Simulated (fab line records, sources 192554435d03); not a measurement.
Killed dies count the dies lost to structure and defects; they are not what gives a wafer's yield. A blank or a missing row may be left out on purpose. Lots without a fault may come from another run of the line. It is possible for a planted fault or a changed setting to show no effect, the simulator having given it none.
Which tool did it?    flow n5 finfet    9 lots with 27 wafers sampled at 5 steps, on a route of 1938 steps

## WHAT THE GAUGES SHOWED, per wafer
N5_BEOL_M4_RC_MEAS_101. Usual: DIBL_N 36.3 mV/V, standard deviation 2; DIBL_P 36.3 mV/V, standard deviation 2.4; IOFF_N 0.16 nA/um, standard deviation 0.034; IOFF_P 0.21 nA/um, standard deviation 0.035; ION_N 672 uA/um, standard deviation 12; ION_P 459 uA/um, standard deviation 6.5; SS_N 71.6 mV/dec, standard deviation 0.67; SS_P 73.3 mV/dec, standard deviation 0.71; VT_N 250 mV, standard deviation 3.5; VT_P -251 mV, standard deviation 3.
lot   measured      on         DIBL_N (mV/V)   DIBL_P (mV/V)   IOFF_N (nA/um)  IOFF_P (nA/um)  ION_N (uA/um)  ION_P (uA/um)  SS_N (mV/dec)   SS_P (mV/dec)   VT_N (mV)    VT_P (mV)       flag
L852  day 8 07:41   prober-02  32.6 32.3 32.3  31.7 31.6 31.5  0.10 0.10 0.10  0.15 0.15 0.15  651 653 664    456 453 456    70.0 69.8 70.1  72.0 71.8 72.1  259 256 257  -256 -253 -254  
L853  day 8 16:58   prober-02  35.0 33.2 33.3  34.4 31.5 32.3  0.14 0.10 0.11  0.18 0.13 0.15  666 647 650    453 440 452    71.1 70.8 70.9  73.2 72.8 72.7  249 256 256  -254 -256 -253  
L857  day 10 03:58  prober-02  31.6 33.2 33.5  31.6 33.4 34.0  0.11 0.13 0.14  0.16 0.18 0.20  650 660 668    451 457 458    71.4 70.7 71.6  72.7 72.2 73.1  258 252 251  -253 -251 -248  
L859  day 11 02:29  prober-02  36.2 40.1 39.7  34.9 40.8 37.9  0.14 0.23 0.20  0.16 0.26 0.21  668 681 677    452 462 453    71.8 72.4 73.6  73.0 73.9 73.3  253 245 252  -257 -251 -252  
L858  day 11 13:41  prober-02  36.3 34.7 33.9  35.8 33.7 32.3  0.16 0.13 0.11  0.24 0.20 0.17  670 658 627    465 463 450    72.2 71.6 72.0  72.4 72.2 72.4  252 251 259  -246 -250 -250  
L868  day 14 07:01  prober-02  37.0 34.8 38.7  38.8 34.8 38.5  0.20 0.15 0.24  0.25 0.19 0.24  682 666 676    462 454 458    71.8 71.2 72.4  74.3 74.1 74.0  247 249 244  -248 -252 -249  
L869  day 13 20:22  prober-02  36.9 34.1 39.1  37.5 33.3 39.4  0.17 0.12 0.21  0.21 0.14 0.23  678 659 682    459 448 458    71.0 70.7 72.3  73.6 72.5 73.4  248 255 246  -251 -256 -251  
L870  day 13 08:12  prober-02  36.1 35.3 33.6  35.6 35.6 32.8  0.18 0.17 0.13  0.19 0.19 0.15  695 681 672    465 459 451    71.7 71.2 71.2  73.0 72.9 72.8  246 247 252  -253 -252 -256  
L872  day 14 01:46  prober-02  36.8 33.8 34.3  36.2 32.4 33.0  0.16 0.12 0.13  0.20 0.15 0.16  676 666 672    458 460 459    71.6 70.9 70.7  74.0 72.0 72.4  251 255 253  -249 -256 -252  

## EACH LOT AND THE TOOL THAT RAN IT (in order: tool; ch and the chambers of the sampled wafers; start)
lot   N5_GATE_CUT_ETCH_28                N5_GATE_CUT_STRIP_41               N5_GATE_CUT_CUT_ETCH_54            N5_GATE_CUT_VAPOR_ETCH_48
L852  rie diel-03 ch 1,2, day 4 23:34    rie diel-03 ch 1,2, day 4 23:45    rie metal-03 ch 0,1, day 5 00:00   rie metal-03 ch 0,1, day 5 00:07
L853  rie diel-03 ch 0,3, day 5 06:44    rie diel-03 ch 0,3, day 5 06:56    rie metal-03 ch 0,1, day 5 07:11   rie metal-03 ch 0,1, day 5 07:17
L857  rie diel-01 ch 0,1,3, day 6 05:13  rie diel-01 ch 0,1,3, day 6 05:25  rie metal-03 ch 0,1, day 6 05:38   rie metal-03 ch 0,1, day 6 05:45
L859  rie diel-04 ch 0,1,3, day 6 17:18  rie diel-04 ch 0,1,3, day 6 17:29  rie metal-03 ch 0,1, day 6 17:43   rie metal-03 ch 0,1, day 6 17:50
L858  rie diel-01 ch 2,3, day 6 18:17    rie diel-01 ch 2,3, day 6 18:28    rie metal-03 ch 0,1, day 6 18:42   rie metal-03 ch 0,1, day 6 18:49
L868  rie diel-04 ch 2,3, day 9 01:49    rie diel-04 ch 2,3, day 9 02:00    rie metal-03 ch 0,1, day 9 02:15   rie metal-03 ch 0,1, day 9 02:22
L869  rie diel-04 ch 0,1,3, day 9 07:19  rie diel-04 ch 0,1,3, day 9 07:31  rie metal-03 ch 0,1, day 9 07:44   rie metal-03 ch 0,1, day 9 07:51
L870  rie diel-04 ch 0,1,3, day 9 12:53  rie diel-04 ch 0,1,3, day 9 13:04  rie metal-01 ch 0,1, day 9 13:19   rie metal-01 ch 0,1, day 9 13:26
L872  rie diel-04 ch 2,3, day 10 02:48   rie diel-04 ch 2,3, day 10 02:59   rie metal-03 ch 0,1, day 10 03:13  rie metal-03 ch 0,1, day 10 03:20
- N5_GATE_CUT_ETCH_28: etches underlayer in N2/H2, target depth 13 nm, time 10.4 s.
- N5_GATE_CUT_STRIP_41: strips in CF4.
- N5_GATE_CUT_CUT_ETCH_54: etches TiN in Cl2/BCl3, target depth 96.7 nm.
- N5_GATE_CUT_VAPOR_ETCH_48: etches TiN in BCl3/Cl2.

## WHAT THE TOOLS THEMSELVES READ (means of the sampled wafers that have a number; where no wafer has one, the mark that the record gives instead)
N5_GATE_CUT_ETCH_28. Usual: drypump motor current A 5.9 A, standard deviation 0.73; etch rf on time s 10.51 s, standard deviation 0.24; n2 flow sccm 200.0 sccm, standard deviation 0.57; oes product au 0.68 a.u., standard deviation 0.057; rf vpp V 523.9 V, standard deviation 2; showerhead plenum p Torr 2.54 Torr, standard deviation 0.077; throttle valve pct 17.73 %, standard deviation 0.21.
lot   tool         drypump motor current A (A)  etch rf on time s (s)  n2 flow sccm (sccm)  oes product au (a.u.)  rf vpp V (V)  showerhead plenum p Torr (Torr)  throttle valve pct (%)  flag
L852  rie diel-03  6.2                          10.40                  200.2                0.69                   523.0         2.48                             17.66                   
L853  rie diel-03  6.5                          10.36                  200.4                0.66                   524.4         2.55                             17.87                   
L857  rie diel-01  5.7                          10.57                  200.3                0.69                   522.6         2.49                             17.81                   
L859  rie diel-04  5.6                          10.54                  200.4                0.66                   525.7         2.60                             17.78                   
L858  rie diel-01  5.6                          10.62                  200.1                0.66                   524.0         2.53                             17.63                   
L868  rie diel-04  6.7                          10.53                  200.4                0.72                   521.3         2.47                             17.63                   
L869  rie diel-04  5.6                          10.44                  199.9                0.65                   524.1         2.59                             17.81                   
L870  rie diel-04  5.6                          10.47                  199.4                0.65                   524.0         2.59                             17.81                   
L872  rie diel-04  6.7                          10.41                  199.5                0.71                   522.9         2.47                             17.64                   

N5_GATE_CUT_STRIP_41. Usual: drypump motor current A 5.9 A, standard deviation 0.73; oes product au 0.183 a.u., standard deviation 0.015; power w 300.0 W, standard deviation 0.74; rf vpp V 271.1 V, standard deviation 1.3; showerhead plenum p Torr 1.79 Torr, standard deviation 0.044; throttle valve pct 13.46 %, standard deviation 0.19.
lot   tool         drypump motor current A (A)  oes product au (a.u.)  power w (W)  rf vpp V (V)  showerhead plenum p Torr (Torr)  throttle valve pct (%)  flag
L852  rie diel-03  6.2                          0.187                  299.3        270.8         1.76                             13.44                   
L853  rie diel-03  6.5                          0.180                  300.1        271.5         1.80                             13.54                   
L857  rie diel-01  5.6                          0.184                  300.0        270.5         1.77                             13.59                   
L859  rie diel-04  5.6                          0.183                  300.1        271.8         1.82                             13.46                   
L858  rie diel-01  5.6                          0.181                  300.2        269.5         1.79                             13.38                   
L868  rie diel-04  6.7                          0.197                  300.3        270.5         1.76                             13.38                   
L869  rie diel-04  5.6                          0.172                  300.9        272.5         1.82                             13.50                   
L870  rie diel-04  5.6                          0.179                  299.6        271.7         1.82                             13.50                   
L872  rie diel-04  6.6                          0.191                  299.7        270.9         1.75                             13.39                   

N5_GATE_CUT_CUT_ETCH_54. Usual: drypump motor current A 5.7 A, standard deviation 0.64; etch rf on time s 36.6 s, standard deviation 0.92; mfc cl2 sccm 53.27 sccm, standard deviation 0.16; oes product au 0.77 a.u., standard deviation 0.08; throttle valve pct 22.13 %, standard deviation 0.098.
lot   tool          drypump motor current A (A)  etch rf on time s (s)  mfc cl2 sccm (sccm)  oes product au (a.u.)  throttle valve pct (%)  flag
L852  rie metal-03  6.0                          37.7                   53.25                0.74                   22.15                   
L853  rie metal-03  5.9                          37.8                   53.33                0.73                   22.16                   
L857  rie metal-03  6.0                          36.9                   57.64                0.73                   22.65                   OFF
L859  rie metal-03  6.2                          37.0                   57.50                0.76                   22.68                   OFF
L858  rie metal-03  6.2                          36.5                   57.68                0.77                   22.67                   OFF
L868  rie metal-03  6.2                          37.3                   53.28                0.74                   22.19                   
L869  rie metal-03  6.0                          37.0                   53.10                0.71                   22.17                   
L870  rie metal-01  5.5                          36.1                   53.19                0.82                   22.04                   
L872  rie metal-03  6.2                          37.0                   53.22                0.73                   22.19                   

N5_GATE_CUT_VAPOR_ETCH_48. Usual: drypump motor current A 5.7 A, standard deviation 0.64; oes product au 0.86 a.u., standard deviation 0.089.
lot   tool          drypump motor current A (A)  oes product au (a.u.)  flag
L852  rie metal-03  5.9                          0.82                   
L853  rie metal-03  6.0                          0.82                   
L857  rie metal-03  5.9                          0.82                   
L859  rie metal-03  6.2                          0.86                   
L858  rie metal-03  6.2                          0.85                   
L868  rie metal-03  6.2                          0.83                   
L869  rie metal-03  6.0                          0.80                   
L870  rie metal-01  5.5                          0.92                   
L872  rie metal-03  6.2                          0.82                   

## THE ANSWER, worked out from the rows above alone
Rule: take the mean of a lot's wafers that have a number; if it is more than 3 standard deviations from the usual mean, the lot is off. Also off: a lot with no number at a reading for which 4 or more lots have one. The other lots that the step has rows for count as sound. Order of review: gauges by route order, followed by the tools' own readings, for which a lot's mean as printed above is used. At the first step where some lot is off, the reading lying furthest off is the one used; lots without a number count as furthest.
Off, at N5_GATE_CUT_CUT_ETCH_54 on mfc cl2 sccm: L857, L859, L858.
A tool fits if, at that step or a process step before it, it ran every lot that is off, and no sound lot after the first of them. None of those tried fits.

## WHAT THE SIMULATOR PUT IN
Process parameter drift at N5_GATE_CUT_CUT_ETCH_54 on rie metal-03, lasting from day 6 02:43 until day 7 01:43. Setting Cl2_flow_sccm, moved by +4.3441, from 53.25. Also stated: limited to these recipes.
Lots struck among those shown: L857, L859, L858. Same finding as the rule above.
